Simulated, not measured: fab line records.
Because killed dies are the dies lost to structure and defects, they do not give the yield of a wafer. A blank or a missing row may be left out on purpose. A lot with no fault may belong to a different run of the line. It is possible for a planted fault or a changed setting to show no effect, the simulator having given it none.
8D (eight disciplines) problem report, filled in by code :: flow nand harc :: the parts of the form that need people (team, actions taken, sign-off) are left out

1. THE PROBLEM
Wafers without a fault read 999 nm, standard deviation 9.1; thk nm at NHARC_A_ONON_D1_THK_MEAS_14 reads a mean of 1808 nm on 5 wafers belonging to 2 lots. That puts it +89 standard deviations away from the usual mean.
The step: measures by ellipsometry.
The first sign was on wafer L682.2 at day 14 21:20, on film metro-01. The record has a number at this step for 39 wafers belonging to 13 lots. Rule for "out", or "out of limits": more than 4 standard deviations from the usual mean. The other wafers with a number count as sound.

2. WHAT THIS IS AND IS NOT
question: which readings at this step
is: thk nm
is not: -

question: which lots
is: L682, L684
is not: L665, L666, L667, L668, L670, L671, L674, L675, L677, L678, L685

question: which wafers of those lots
is: L682.2, L682.3, L682.5, L684.3, L684.5
is not: L684.1

question: read on which gauges
is: film metro-01, film metro-02
is not: -

question: when
is: from day 14 21:20
is not: up to then (30 sound wafers); but 4 sound wafers of L684, L685 came after

3. WHAT RULES OUT EACH SUSPECT
Counting: a tool at a process step up to the reading stays a suspect if it ran every lot that is out. Sound lots after the first of them don't rule it out here, since some wafers of a struck lot are sound.
- the gauge at NHARC_A_ONON_D1_THK_MEAS_14 has been ruled out. The wafers that are out were read on 2 gauges (film metro-01, film metro-02).
- rie diel-13 at NHARC_A_ZERO_WELL_ETCH_19 (etches the open film in N2/H2, target depth 80 nm, overetch 24 nm, time 87.88 s): kept. It processed each lot that is out (first: L682, day 13 20:52); up to then, its last sound lot is L678 (day 12 01:58).
- pecvd onon-01 at NHARC_A_ONON_D1_DEP_12 (target thk 1000 nm): kept. It processed each lot that is out (first: L682, day 14 20:53); up to then, its last sound lot is L677 (day 12 20:11).
What counting leaves: rie diel-13 at NHARC_A_ZERO_WELL_ETCH_19 and pecvd onon-01 at NHARC_A_ONON_D1_DEP_12.

4. THE CAUSE (what the simulator had put in)
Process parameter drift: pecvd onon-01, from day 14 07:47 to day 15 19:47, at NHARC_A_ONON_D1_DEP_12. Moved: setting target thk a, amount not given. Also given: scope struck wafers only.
Of the 2 suspects that counting leaves, this tool is one.

5. THE EFFECT CHAIN, in route order
Each row: a reading whose mean over the struck wafers that have a number lies more than 3 standard deviations from the usual. Only readings whose record carries a usual standard deviation are examined. hours: median over the lots of the time between each lot's start at the first step of this table that gives one and its start at this step. sigmas: the change, counted in usual standard deviations.
hours: 0
step: NHARC_A_ONON_D1_THK_MEAS_14
reading: thk nm
usual: 999 nm
on struck wafers: 1808
change: +809
sigmas: +89

hours: 406
step: NHARC_END_SORT_01
reading: killed at array
usual: 55
on struck wafers: 670
change: +615
sigmas: +27

hours: 406
step: NHARC_END_SORT_01
reading: killed dies
usual: 59
on struck wafers: 677
change: +618
sigmas: +27

6. WHAT WOULD HAVE CAUGHT IT SOONER
The first out-of-limits reading at a measuring or inspecting step in this record came at day 14 21:20, 14 hours after the fault's start at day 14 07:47.
Among the 2 lots that are out, L684 began NHARC_A_ONON_D1_DEP_12 on pecvd onon-01 after day 14 21:20. Putting the tool on hold at that point would have spared it.
